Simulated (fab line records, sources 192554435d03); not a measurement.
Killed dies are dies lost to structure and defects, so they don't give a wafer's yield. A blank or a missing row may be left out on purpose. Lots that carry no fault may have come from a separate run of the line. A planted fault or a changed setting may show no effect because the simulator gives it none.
Split-lot experiment + flow n5 finfet + route with 1938 steps; 7 lots, 21 wafers read

THE SPLIT ITSELF
At N5_BEOL_M10_VIA_ETCH_34 (etches SiCOH lowk in C4F6/O2, target depth 184.5 nm, time 69.2 s), the setting time s was moved away from the recipe's 69.2 s on 7 of the 21 wafers read, by -13.7% to +20.6%. For the rest of the wafers, this setting stayed at what the recipe calls for.

Reading taken at the split's own step.

THE READING
SOC_of_BEOL_M10_COAT_63.thk nm (the simulator's own value, which no gauge read), in nm, at N5_BEOL_M10_VIA_ETCH_34 (etches SiCOH lowk in C4F6/O2, target depth 184.5 nm, time 69.2 s). The file does not state a usual value for it. The 14 wafers here that ran the recipe average 91.9 nm, standard deviation 0.42 nm.

| wafer  | tool, chamber at the split | time s as run, s | against the recipe | SOC_of_BEOL_M10_COAT_63.thk nm, nm | against lot-mates on the recipe |
|--------|----------------------------|------------------|--------------------|------------------------------------|---------------------------------|
| L078.3 | rie diel-05, 1             | 69.2             | recipe             | 92.2                               | -                               |
| L078.4 | rie diel-05, 3             | 79.57            | +15.0%             | 90.2                               | -1.9                            |
| L078.5 | rie diel-05, 1             | 69.2             | recipe             | 92                                 | -                               |
| L081.1 | rie diel-05, 1             | 69.2             | recipe             | 92.2                               | -                               |
| L081.2 | rie diel-05, 0             | 69.2             | recipe             | 92                                 | -                               |
| L081.3 | rie diel-05, 2             | 69.2             | recipe             | 92                                 | -                               |
| L080.1 | rie diel-03, 3             | 69.2             | recipe             | 92.2                               | -                               |
| L080.3 | rie diel-03, 0             | 69.2             | recipe             | 92.4                               | -                               |
| L080.6 | rie diel-03, 3             | 69.2             | recipe             | 91.8                               | -                               |
| L083.2 | rie diel-04, 3             | 63.28            | -8.6%              | 92.2                               | +0.8                            |
| L083.3 | rie diel-04, 2             | 69.2             | recipe             | 91.4                               | -                               |
| L083.5 | rie diel-04, 3             | 63.28            | -8.6%              | 92.2                               | +0.8                            |
| L089.2 | rie diel-05, 3             | 69.2             | recipe             | 91                                 | -                               |
| L089.4 | rie diel-05, 2             | 69.2             | recipe             | 91.8                               | -                               |
| L089.6 | rie diel-05, 3             | 69.2             | recipe             | 91                                 | -                               |
| L090.2 | rie diel-03, 1             | 83.45            | +20.6%             | 90.8                               | -1.4                            |
| L090.3 | rie diel-03, 2             | 69.2             | recipe             | 92.2                               | -                               |
| L090.5 | rie diel-03, 2             | 83.45            | +20.6%             | 90.8                               | -1.4                            |
| L096.2 | rie diel-03, 3             | 59.7             | -13.7%             | 93                                 | +1.2                            |
| L096.3 | rie diel-03, 0             | 69.2             | recipe             | 91.8                               | -                               |
| L096.4 | rie diel-03, 1             | 59.7             | -13.7%             | 93                                 | +1.2                            |

FIT RESULTS
A straight line over all 21 wafers: SOC_of_BEOL_M10_COAT_63.thk nm changes by -0.0662 nm for each +1% of time s; r = -0.82; the points scatter about the line by 0.42 nm.
The same after taking each lot's own level away (the mean of its wafers on the recipe; 21 wafers): -0.0833 nm for each +1%; r = -0.95; scatter 0.26 nm.
Per that fit: largest time s move, reading shift of 1.7 nm.
Measured against the standard deviation above, the lots' own levels, which go from 91.27 to 92.20 nm, span 2.2 times it.
In other words, the slope is changed by the lot-to-lot level; the two fits disagree.
Check: for one of the wafers moved furthest among these (+20.6%), held out of the fit, the line's prediction against its lot-mates is -1.83 nm. Against them it came out at -1.4 nm.

OTHER SPLITS APPLIED TO THESE WAFERS
Before the reading, these wafers also passed through other splits. Each is held against what the fit with the lots' levels taken away leaves over:
| other split on the same wafers | wafers away from the commonest value | r with SOC_of_BEOL_M10_COAT_63.thk nm (lot level and that fit taken away) |
|--------------------------------|--------------------------------------|---------------------------------------------------------------------------|
| N5_BEOL_M9_COAT_05 spin rpm    | 7                                    | -0.20                                                                     |

THE WHOLE CHAIN: every reading that the file lists as answering this split, in the file's order
| step                    | what it does                                                     | reading                                                                         | change (the file's fit)                | r (the file's) |
|-------------------------|------------------------------------------------------------------|---------------------------------------------------------------------------------|----------------------------------------|----------------|
| N5_BEOL_M10_VIA_ETCH_34 | etches SiCOH lowk in C4F6/O2, target depth 184.5 nm, time 69.2 s | etch.depth nm (the simulator's own value, which no gauge read)                  | +1.94 nm for each +1% of the setting   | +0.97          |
| N5_BEOL_M10_VIA_ETCH_34 | etches SiCOH lowk in C4F6/O2, target depth 184.5 nm, time 69.2 s | SOC_of_BEOL_M10_COAT_63.thk nm (the simulator's own value, which no gauge read) | -0.0886 nm for each +1% of the setting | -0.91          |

THE FILE'S OWN FIT
SOC_of_BEOL_M10_COAT_63.thk nm changes by -0.0886 nm for each +1% of time s, r = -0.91.
